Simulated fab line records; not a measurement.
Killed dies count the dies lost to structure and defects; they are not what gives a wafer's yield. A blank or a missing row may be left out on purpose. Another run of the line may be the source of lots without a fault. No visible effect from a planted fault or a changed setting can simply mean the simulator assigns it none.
fab line records	flow nand_harc	part 1 of 2: steps 1 to 22 of 33
[record] lots = 5	wafers = 15	last_day = 24
route steps=1159 shown A_SIN_REMOVE@808 A_WL_FILL@809 A_CONTACT@840
lots that met no fault: taken from a fault-free run of the same line
start_h: the number of hours between the record's first day and the start of the first shown wafer of the lot	wait_h: hours elapsed since this lot's preceding step	" identical to the entry in the row above	L1.1+2: one row covering several wafers at once	- no value present, or no start provided	* or withheld: withheld	< > ~ a bound
route shown NAME@n: names a module that has steps shown in the file, with the first one's number in the route	usual: mean and standard deviation over wafers with no fault	same: alike in all rows	chamber/n: place in a boat	sites: readings site by site	_std_site: standard deviation across them	_edge_site: outer sites' mean less inner sites'	radius_mm: for every site, how far away it sits from the centre of the wafer	mask NAME#n: copy n	behind: the last tool/chamber to shape the wafer	hold: the reason the lot was held/the length of the hold in hours/how it ended	device: which transistor (n, p or np) failed to switch	end of line: at the end of the route, the tests of the same wafers	where a step has no rows: the recipe by itself	killed: the dies lost at the first sort to structure and to defects; this is not the yield of the wafer	map: a wafer's dies, marking killed ones x, the rest . and places with no die _
set.NAME: the setting that was run; set.NAME@STEP: the one run at that earlier step	model.NAME: the simulator's own value behind a step, which no gauge read
certain route steps with their lots: each step a table, each wafer a row
services: when a tool's chamber went out of use (start_h, in hours from the record's first day, below 0 if earlier), for how many hours, and the reason
[[steps]]
[step NHARC_A_SIN_REMOVE_INSPECT_04]
[usual] raw_defect_count = 291/81
lot.wafer	tool	chamber	start_h	wait_h	raw_defect_count
L078.3	defect_inspect-01	-	359.31	0.0	165
L078.4	"	-	"	"	242
L078.5	"	-	"	"	260
L079.1	defect_inspect-02	-	377.21	0.1	412
L079.3	"	-	"	"	344
L079.5	"	-	"	"	301
L089.2	defect_inspect-01	-	420.07	0.0	288
L089.3	"	-	"	"	188
L089.4	"	-	"	"	285
L090.4	defect_inspect-02	-	433.07	0.0	388
L090.5	"	-	"	"	350
L090.6	"	-	"	"	246
L094.3	defect_inspect-02	-	440.80	0.0	367
L094.4	"	-	"	"	350
L094.6	"	-	"	"	328
[step NHARC_A_WL_FILL_ALD_00]
[recipe] target_thk_a = 30	pulse_time_s = 3	ald_cycles = 30	temp_c = 300	material = Al2O3
[usual] heater_power_w = 460/52	precursor_pulse_height_rel = 0.999/0.02
lot.wafer	tool	chamber	start_h	wait_h	heater_power_w	precursor_pulse_height_rel
L078.4	ald_hk-01	1	359.52	0.2	407	0.991
L078.3	"	2	"	"	428	1.024
L078.5	"	1	"	"	409	1.000
L079.1	ald_hk-02	3	379.33	2.1	558	0.985
L079.3	"	0	"	"	421	0.977
L079.5	"	2	"	"	522	1.014
L089.2	ald_hk-01	1	420.14	0.1	405	0.966
L089.3	"	2	"	"	410	1.002
L089.4	"	3	"	"	426	0.980
L090.4	ald_hk-02	0	433.27	0.2	429	1.030
L090.5	"	0	"	"	421	1.026
L090.6	"	1	"	"	422	1.020
L094.3	ald_hk-01	0	440.92	0.1	423	1.004
L094.4	"	1	"	"	421	0.988
L094.6	"	3	"	"	425	1.037
[step NHARC_A_WL_FILL_RTA_01]
[recipe] temp_c = 1000	time_s = 5
[usual] lamp_power_pct = 32.9/1.7	lamp_zone_1_pct = 32.9/1.7	wafer_temp_C_max = 1003.5/1.1
lot.wafer	tool	chamber	start_h	wait_h	lamp_power_pct	lamp_zone_1_pct	wafer_temp_C_max
L078.3	rtp_anneal-02	0	359.99	-	31.4	31.4	1002.1
L078.4	"	0	"	"	31.4	31.4	1003.3
L078.5	"	0	"	"	31.4	31.4	1002.3
L079.1	rtp_anneal-02	0	379.54	-	31.5	31.5	1004.2
L079.3	"	0	"	"	31.5	31.4	1003.0
L079.5	"	0	"	"	31.5	31.5	1003.4
L089.2	rtp_anneal-01	0	420.43	-	34.9	34.9	1003.2
L089.3	"	0	"	"	34.9	34.9	1004.0
L089.4	"	0	"	"	34.9	35.0	1003.5
L090.4	rtp_anneal-01	0	433.79	-	35.0	35.0	1003.4
L090.5	"	0	"	"	35.0	35.0	1003.2
L090.6	"	0	"	"	35.0	35.0	1004.1
L094.3	rtp_anneal-02	0	441.19	-	31.4	31.5	1002.7
L094.4	"	0	"	"	31.5	31.5	1002.1
L094.6	"	0	"	"	31.4	31.5	1001.8
[step NHARC_A_WL_FILL_ALD_02]
[recipe] target_thk_a = 20	pulse_time_s = 3	ald_cycles = 100	temp_c = 450	material = TiN
[usual] heater_power_w = 1021/100	precursor_pulse_height_rel = 0.998/0.021
lot.wafer	tool	chamber	start_h	wait_h	heater_power_w	precursor_pulse_height_rel
L078.3	ald_metal-01	1	360.16	0.1	1075	1.001
L078.4	"	3	"	"	1078	0.993
L078.5	"	1	"	"	1100	0.969
L079.1	ald_metal-04	0	379.76	0.2	1045	1.036
L079.3	"	1	"	"	1033	0.996
L079.5	"	0	"	"	1066	0.983
L089.2	ald_metal-04	2	420.62	0.2	905	0.979
L089.3	"	0	"	"	1062	0.985
L089.4	"	1	"	"	1001	1.003
L090.4	ald_metal-01	3	433.96	0.1	1100	0.999
L090.5	"	2	"	"	1114	0.995
L090.6	"	3	"	"	1117	0.996
L094.4	ald_metal-04	3	441.35	0.1	1061	0.964
L094.3	"	0	"	"	1048	0.989
L094.6	"	0	"	"	1082	0.973
[step NHARC_A_WL_FILL_CVD_03]
[recipe] target_thk_a = 400	temp_c = 300	pressure_torr = 40	wf6_flow_sccm = 40	h2_flow_sccm = 1600	ar_flow_sccm = 1560	time_s = 3302	material = W
[usual] heater_power_w = 483/23	throttle_valve_pct = 7.71/0.21
lot.wafer	tool	chamber	start_h	wait_h	heater_power_w	throttle_valve_pct
L078.4	cvd_w-02	0	367.04	6.5	465	7.99
L078.3	"	1	"	"	468	7.95
L078.5	"	0	"	"	464	7.97
L079.1	cvd_w-01	0	382.92	2.7	515	7.73
L079.3	"	0	"	"	515	7.67
L079.5	"	0	"	"	507	7.60
L089.2	cvd_w-02	0	421.05	0.1	447	7.53
L089.4	"	0	"	"	447	7.65
L089.3	"	1	"	"	473	7.95
L090.4	cvd_w-02	1	441.16	6.8	471	7.48
L090.6	"	1	"	"	463	7.78
L090.5	"	0	"	"	446	7.34
L094.3	cvd_w-01	0	451.01	9.3	511	7.20
L094.4	"	0	"	"	508	7.47
L094.6	"	0	453.82	12.1	529	7.79
[step NHARC_A_WL_FILL_ETCHBACK_04]
[recipe] target_depth_a = 600	time_s = 120	chemistry = NF3
[usual] chamber_pressure_mTorr = 300.01/0.29	drypump_motor_current_A = 5.5/0.55	oes_product_au = 1.003/0.0095
lot.wafer	tool	chamber	start_h	wait_h	chamber_pressure_mTorr	drypump_motor_current_A	oes_product_au	rf_hours_counter_h
L078.3	rie_metal-01	0	369.49	1.5	300.11	6.0	1.014	-
L078.4	"	1	"	"	299.93	6.5	1.016	-
L078.5	"	1	"	"	299.75	6.5	1.009	-
L079.1	rie_metal-02	1	386.28	2.9	300.22	4.7	0.993	5.4
L079.3	"	1	"	"	300.09	4.7	1.009	-
L079.5	"	1	"	"	299.87	4.7	0.996	-
L089.2	rie_metal-02	1	424.39	2.9	299.95	4.7	0.997	0.4
L089.4	"	0	"	"	299.99	5.5	1.018	-
L089.3	"	1	"	"	300.48	4.7	0.988	-
L090.4	rie_metal-02	0	443.58	2.0	300.33	5.4	1.002	-
L090.5	"	0	"	"	299.98	5.4	1.009	-
L090.6	"	1	"	"	300.24	4.7	0.981	-
L094.3	rie_metal-02	1	455.34	3.4	300.21	4.8	0.991	-
L094.4	"	0	"	"	299.81	5.4	1.007	-
L094.6	"	1	"	"	299.90	4.7	0.990	-
[step NHARC_A_WL_FILL_ETCHBACK_05]
[recipe] target_depth_a = 220	time_s = 60	temp_c = 40	chemistry = Cl2/BCl3
[usual] chamber_pressure_mTorr = 10.000/0.0095	drypump_motor_current_A = 5.5/0.55	oes_product_au = 1.005/0.0085
lot.wafer	tool	chamber	start_h	wait_h	chamber_pressure_mTorr	drypump_motor_current_A	oes_product_au	rf_hours_counter_h
L078.4	rie_metal-01	1	369.68	0.1	9.987	6.5	1.007	-
L078.3	"	0	"	"	9.991	6.0	1.016	-
L078.5	"	1	"	"	10.013	6.5	1.011	-
L079.1	rie_metal-02	0	386.50	0.2	9.997	5.5	0.999	5.6
L079.3	"	1	"	"	9.990	4.7	1.011	-
L079.5	"	0	"	"	10.004	5.5	1.003	-
L089.2	rie_metal-02	1	424.60	0.2	9.998	4.7	0.997	0.5
L089.3	"	1	"	"	10.005	4.7	0.998	-
L089.4	"	0	"	"	10.002	5.5	1.000	-
L090.4	rie_metal-02	0	443.78	0.2	10.007	5.5	1.013	-
L090.5	"	0	"	"	10.005	5.4	1.018	-
L090.6	"	1	"	"	10.004	4.7	0.996	-
L094.3	rie_metal-02	1	455.59	0.2	9.999	4.7	0.997	-
L094.4	"	0	"	"	10.001	5.5	1.010	-
L094.6	"	0	"	"	10.000	5.4	1.020	-
[step NHARC_A_WL_FILL_STRIP_27]
[recipe] power_w = 1500	temp_c = 250	time_s = 20	chemistry = N2/H2
[usual] drypump_motor_current_A = 5.89/0.25	heater_power_w = 304/8.9
lot.wafer	tool	chamber	start_h	wait_h	drypump_motor_current_A	heater_power_w	rf_hours_counter_h
L078.4	plasma_asher-01	0	369.84	0.1	5.94	315	-
L078.3	"	1	"	"	5.55	301	-
L078.5	"	0	"	"	5.95	309	-
L079.1	plasma_asher-02	1	386.95	0.4	6.26	294	6
L079.3	"	0	"	"	5.87	313	-
L079.5	"	1	"	"	6.24	297	-
L089.2	plasma_asher-02	1	424.76	0.2	6.23	294	18
L089.4	"	0	"	"	5.87	316	-
L089.3	"	1	"	"	6.23	289	-
L090.4	plasma_asher-02	1	444.06	0.3	6.25	292	-
L090.6	"	1	"	"	6.25	291	-
L090.5	"	0	"	"	5.88	320	-
L094.3	plasma_asher-02	1	455.95	0.3	6.24	296	-
L094.4	"	0	"	"	5.89	308	-
L094.6	"	0	"	"	5.89	316	-
[step NHARC_A_WL_FILL_STRIP_28]
[recipe] time_s = 1200	temp_c = 72.5	chemistry = post_etch_residue_remover
lot.wafer	tool	chamber	start_h	wait_h
L078.3+4+5	wet_bench-06	4,5,1	369.97	0.1
L079.5+1+3	wet_bench-06	4,6,7	387.13	0.1
L089.3+2+4	wet_bench-07	7,3,4	424.91	0.1
L090.6+4+5	wet_bench-07	0,1,5	444.20	0.1
L094.4+3+6	wet_bench-07	5,6,0	456.08	0.1
[step NHARC_A_WL_FILL_PRECLEAN_06]
[recipe] time_s = 300	chemistry = DIW
lot.wafer	tool	chamber	start_h	wait_h
L078.3+4+5	wet_bench-06	4,5,1	-	-
L079.5+1+3	wet_bench-06	4,6,7	-	-
L089.3+2+4	wet_bench-07	7,3,4	-	-
L090.6+4+5	wet_bench-07	0,1,5	-	-
L094.4+3+6	wet_bench-07	5,6,0	-	-
[step NHARC_A_WL_FILL_SRD_07]
lot.wafer	tool	chamber	start_h	wait_h
L078.3+4+5	wet_bench-06	4,5,1	-	-
L079.5+1+3	wet_bench-06	4,6,7	-	-
L089.3+2+4	wet_bench-07	7,3,4	-	-
L090.6+4+5	wet_bench-07	0,1,5	-	-
L094.4+3+6	wet_bench-07	5,6,0	-	-
[step NHARC_A_WL_FILL_ANNEAL_08]
[recipe] temp_c = 450	time_s = 1800
[usual] spike_tc_bottom_C = 473.6/1.9	spike_tc_lower_C = 450.7/1.1	zone_power_upper_pct = 5.35/0.16
lot.wafer	tool	chamber	start_h	wait_h	spike_tc_bottom_C	spike_tc_lower_C	zone_power_upper_pct
L078.3	furnace-03	0	371.42	-	472.0	449.4	5.42
L078.4	"	0	"	"	472.4	450.3	5.42
L078.5	"	0	"	"	471.6	448.5	5.59
L079.1	furnace-03	0	387.79	-	472.5	450.6	5.36
L079.3	"	0	"	"	471.6	449.9	5.48
L079.5	"	0	"	"	470.9	450.8	5.38
L089.2	furnace-06	0	428.48	-	472.9	449.5	5.40
L089.3	"	0	"	"	476.1	450.7	5.45
L089.4	"	0	"	"	473.6	450.2	5.40
L090.4	furnace-05	0	447.09	-	472.6	448.6	5.16
L090.5	"	0	"	"	473.9	451.5	5.21
L090.6	"	0	"	"	473.2	451.8	5.10
L094.3	furnace-05	0	461.76	-	473.0	451.4	5.05
L094.4	"	0	"	"	473.1	450.9	5.09
L094.6	"	0	"	"	472.8	453.5	5.03
[step NHARC_A_WL_FILL_ALD_10]
[recipe] target_thk_a = 500	pulse_time_s = 10	ald_cycles = 500	temp_c = 300	material = SiO2
[usual] heater_power_w = 459/52	precursor_pulse_height_rel = 1.000/0.017
lot.wafer	tool	chamber	start_h	wait_h	heater_power_w	precursor_pulse_height_rel
L078.3	ald_hk-04	2	374.52	1.7	532	1.016
L078.4	"	3	"	"	446	1.006
L078.5	"	1	376.06	3.2	417	1.008
L079.3	ald_hk-01	0	389.31	0.1	455	0.987
L079.1	"	3	390.85	1.6	443	0.997
L079.5	"	0	"	"	449	1.002
L089.2	ald_hk-04	2	429.98	0.1	533	0.988
L089.4	"	3	"	"	448	1.021
L089.3	"	1	431.53	1.6	425	1.003
L090.4	ald_hk-01	0	451.67	3.1	422	1.015
L090.6	"	0	453.75	5.2	423	1.014
L090.5	"	1	"	"	413	1.004
L094.3	ald_hk-01	2	463.26	0.1	409	0.972
L094.4	"	3	"	"	434	0.995
L094.6	"	3	465.85	2.6	427	0.995
[step NHARC_A_WL_FILL_ETCHBACK_16]
[recipe] target_depth_a = 880	time_s = 17.6	c4f8_flow_sccm = withheld	o2_flow_sccm = 8	ar_flow_sccm = withheld	rf_w = 600	bias_w = 800	chemistry = C4F8/O2/Ar
[usual] chamber_pressure_mTorr = 24.998/0.025	oes_product_au = 0.986/0.026	rf_vpp_V = 723/3.8
lot.wafer	tool	chamber	start_h	wait_h	chamber_pressure_mTorr	oes_product_au	rf_hours_counter_h	rf_vpp_V
L078.3	rie_diel-10	0	-	-	24.989	0.985	0.9	725
L078.4	"	0	"	"	24.995	0.991	-	725
L078.5	"	1	"	"	24.990	1.014	-	719
L079.1	rie_diel-04	2	-	-	25.020	1.002	2.7	718
L079.3	"	0	"	"	25.049	0.996	2.7	724
L079.5	"	2	"	"	25.005	1.004	-	718
L089.2	rie_diel-10	2	-	-	25.044	0.999	3.7	722
L089.3	"	3	"	"	25.024	1.002	3.7	721
L089.4	"	3	"	"	25.077	0.985	-	722
L090.4	rie_diel-10	0	-	-	25.022	0.996	3.2	726
L090.5	"	3	"	"	24.968	0.994	-	719
L090.6	"	0	"	"	25.008	1.001	-	724
L094.4	rie_diel-03	0	-	-	24.956	0.997	2.3	724
L094.3	"	1	"	"	25.005	0.988	2.4	716
L094.6	"	3	"	"	25.031	0.996	-	728
[step NHARC_A_WL_FILL_STRIP_29]
[recipe] time_s = 20	o2_flow_sccm = 500	ar_flow_sccm = 0	bias_w = 0	chemistry = O2
[usual] chamber_pressure_mTorr = 60.00/0.057	drypump_motor_current_A = 5.7/0.37	oes_product_au = 0.999/0.0094	rf_vpp_V = 57.8/0.9	showerhead_plenum_p_Torr = 3.51/0.13	throttle_valve_pct = 17.036/0.0091
lot.wafer	tool	chamber	start_h	wait_h	chamber_pressure_mTorr	drypump_motor_current_A	oes_product_au	rf_hours_counter_h	rf_vpp_V	showerhead_plenum_p_Torr	throttle_valve_pct
L078.3	rie_diel-10	2	378.77	0.1	60.05	5.9	0.999	1.5	57.8	3.46	17.030
L078.4	"	2	"	"	59.92	5.8	1.004	-	57.1	3.46	17.027
L078.5	"	1	"	"	60.11	5.3	1.006	-	57.1	3.37	17.050
L079.1	rie_diel-04	2	394.05	0.1	59.98	5.2	1.007	2.7	57.9	3.33	17.050
L079.3	"	0	"	"	60.01	6.4	1.005	2.7	58.7	3.53	17.036
L079.5	"	0	"	"	59.96	6.3	1.005	-	57.5	3.53	17.043
L089.3	rie_diel-10	3	434.75	0.1	60.00	6.2	0.982	3.7	57.3	3.44	17.036
L089.2	"	2	"	"	60.00	5.9	1.011	3.7	58.0	3.46	17.027
L089.4	"	3	"	"	60.05	6.2	0.992	-	58.2	3.44	17.044
L090.4	rie_diel-10	1	456.44	0.1	59.97	5.3	0.996	4.6	57.6	3.36	17.027
L090.6	"	0	"	"	59.90	5.9	0.965	-	57.0	3.60	17.041
L090.5	"	1	"	"	59.95	5.3	0.981	-	57.3	3.36	17.052
L094.3	rie_diel-03	2	468.00	0.1	60.03	5.7	1.018	2.6	58.9	3.71	17.044
L094.4	"	0	"	"	60.00	5.6	1.001	2.3	58.4	3.58	17.028
L094.6	"	2	"	"	59.99	5.7	1.005	-	58.9	3.71	17.041
[step NHARC_A_WL_FILL_ETCHBACK_17]
[recipe] target_depth_a = 40	time_s = 26.7	chemistry = Cl2/BCl3
[usual] chamber_pressure_mTorr = 10.000/0.0095	drypump_motor_current_A = 5.5/0.52	oes_product_au = 1.004/0.0096
lot.wafer	tool	chamber	start_h	wait_h	chamber_pressure_mTorr	drypump_motor_current_A	oes_product_au	rf_hours_counter_h
L078.4	rie_metal-02	0	378.90	-	10.003	5.4	0.995	-
L078.3	"	1	"	"	9.996	4.7	1.005	-
L078.5	"	0	"	"	10.000	5.5	1.005	-
L079.1	rie_metal-03	0	394.16	-	10.006	5.3	0.997	2.6
L079.3	"	0	"	"	9.995	5.3	1.002	-
L079.5	"	0	"	"	9.996	5.3	1.000	-
L089.2	rie_metal-02	1	434.84	-	10.009	4.7	0.997	0.6
L089.4	"	1	"	"	9.995	4.8	1.005	-
L089.3	"	0	"	"	9.997	5.4	1.008	-
L090.4	rie_metal-01	1	456.57	-	9.998	6.6	1.004	-
L090.6	"	1	"	"	9.990	6.5	0.998	-
L090.5	"	0	"	"	10.008	6.0	1.010	-
L094.3	rie_metal-03	1	468.13	-	9.997	5.6	1.011	-
L094.4	"	0	"	"	10.007	5.3	1.001	-
L094.6	"	1	"	"	9.983	5.6	1.006	-
[step NHARC_A_WL_FILL_PRECLEAN_18]
[recipe] time_s = 30	chemistry = dHF
lot.wafer	tool	chamber	start_h	wait_h
L078.5+3+4	wet_bench-07	1,2,3	379.05	0.1
L079.3+5+1	wet_bench-06	2,3,5	394.33	0.1
L089.3+4+2	wet_bench-05	1,3,5	435.04	0.1
L090.4+6+5	wet_bench-06	5,7,0	456.73	0.1
L094.6+4+3	wet_bench-05	5,6,7	468.28	0.1
[step NHARC_A_WL_FILL_SRD_21]
lot.wafer	tool	chamber	start_h	wait_h
L078.5+3+4	wet_bench-07	1,2,3	379.10	0.0
L079.3+5+1	wet_bench-06	2,3,5	394.35	0.0
L089.3+4+2	wet_bench-05	1,3,5	435.06	0.0
L090.4+6+5	wet_bench-06	5,7,0	456.76	0.0
L094.6+4+3	wet_bench-05	5,6,7	468.30	0.0
[step NHARC_A_WL_FILL_CVD_23]
[recipe] target_thk_a = 400	temp_c = 620	pressure_mtorr = 200	time_s = 800	material = poly-Si
[usual] spike_tc_bottom_C = 642.3/2.1	spike_tc_lower_C = 619.9/1.2	zone_power_upper_pct = 8.0/0.46
lot.wafer	tool	chamber	start_h	wait_h	spike_tc_bottom_C	spike_tc_lower_C	zone_power_upper_pct
L078.3	lpcvd_poly-04	0	380.54	1.4	642.4	621.1	8.4
L078.4	"	0	"	"	645.8	619.0	8.1
L078.5	"	0	"	"	643.7	619.4	8.1
L079.1	lpcvd_poly-04	0	396.96	2.6	644.3	621.1	8.2
L079.3	"	0	"	"	643.3	619.9	8.4
L079.5	"	0	"	"	644.3	619.6	8.3
L089.2	lpcvd_poly-04	0	437.67	2.6	642.9	619.5	8.3
L089.3	"	0	"	"	644.5	620.6	8.3
L089.4	"	0	"	"	642.3	620.6	8.4
L090.4	lpcvd_poly-02	0	459.19	2.4	642.1	620.0	8.5
L090.5	"	0	"	"	640.9	619.6	8.3
L090.6	"	0	"	"	640.8	619.6	8.4
L094.3	lpcvd_poly-03	0	470.55	2.2	641.0	617.6	7.3
L094.4	"	0	"	"	641.3	620.4	7.2
L094.6	"	0	"	"	639.9	618.7	7.3
[step NHARC_A_WL_FILL_ETCHBACK_26]
[recipe] target_depth_a = 520	time_s = 13.3	hbr_flow_sccm = 150	rf_w = 350	icp_w = 350	bias_w = 60	chemistry = HBr
[usual] chamber_pressure_mTorr = 14.998/0.013	drypump_motor_current_A = 5.8/0.33	oes_product_au = 1.003/0.009	throttle_valve_pct = 23.267/0.0091
lot.wafer	tool	chamber	start_h	wait_h	chamber_pressure_mTorr	drypump_motor_current_A	oes_product_au	rf_hours_counter_h	throttle_valve_pct
L078.4	rie_si-06	0	383.11	0.4	14.997	5.5	1.006	0.1	23.251
L078.3	"	2	"	"	14.974	5.3	1.009	0.2	23.274
L078.5	"	0	"	"	14.982	5.5	1.001	-	23.259
L079.3	rie_si-06	3	399.55	0.4	14.993	5.9	1.009	0.2	23.260
L079.1	"	1	"	"	14.988	6.5	1.003	0.3	23.267
L079.5	"	0	"	"	14.979	5.5	1.004	-	23.288
L089.4	rie_si-01	1	440.18	0.4	15.003	5.8	1.012	0.8	23.259
L089.2	"	2	"	"	15.003	5.9	1.009	0.8	23.260
L089.3	"	3	"	"	14.984	5.3	1.013	0.7	23.263
L090.4	rie_si-06	0	461.79	0.4	15.034	5.5	0.997	0.6	23.268
L090.6	"	2	"	"	14.987	5.3	1.000	-	23.255
L090.5	"	3	"	"	14.983	5.9	1.006	-	23.261
L094.4	rie_si-06	3	473.14	0.4	15.022	5.9	0.994	0.8	23.268
L094.3	"	1	"	"	15.008	6.5	1.004	0.8	23.269
L094.6	"	3	"	"	14.980	6.0	1.002	-	23.265
[step NHARC_A_WL_FILL_PRECLEAN_30]
[recipe] time_s = 10	chemistry = dHF
lot.wafer	tool	chamber	start_h	wait_h
L078.4+3+5	wet_bench-05	6,7,1	383.25	0.1
L079.5+3+1	wet_bench-07	2,4,5	399.69	0.1
L089.3+4+2	wet_bench-07	6,0,1	440.33	0.1
L090.6+4+5	wet_bench-06	4,5,7	461.91	0.1
L094.6+3+4	wet_bench-05	0,4,5	473.28	0.1
[step NHARC_A_WL_FILL_SRD_14]
lot.wafer	tool	chamber	start_h	wait_h
L078.4+3+5	wet_bench-05	6,7,1	383.27	0.0
L079.5+3+1	wet_bench-07	2,4,5	399.71	0.0
L089.3+4+2	wet_bench-07	6,0,1	440.35	0.0
L090.6+4+5	wet_bench-06	4,5,7	461.93	0.0
L094.6+3+4	wet_bench-05	0,4,5	473.30	0.0
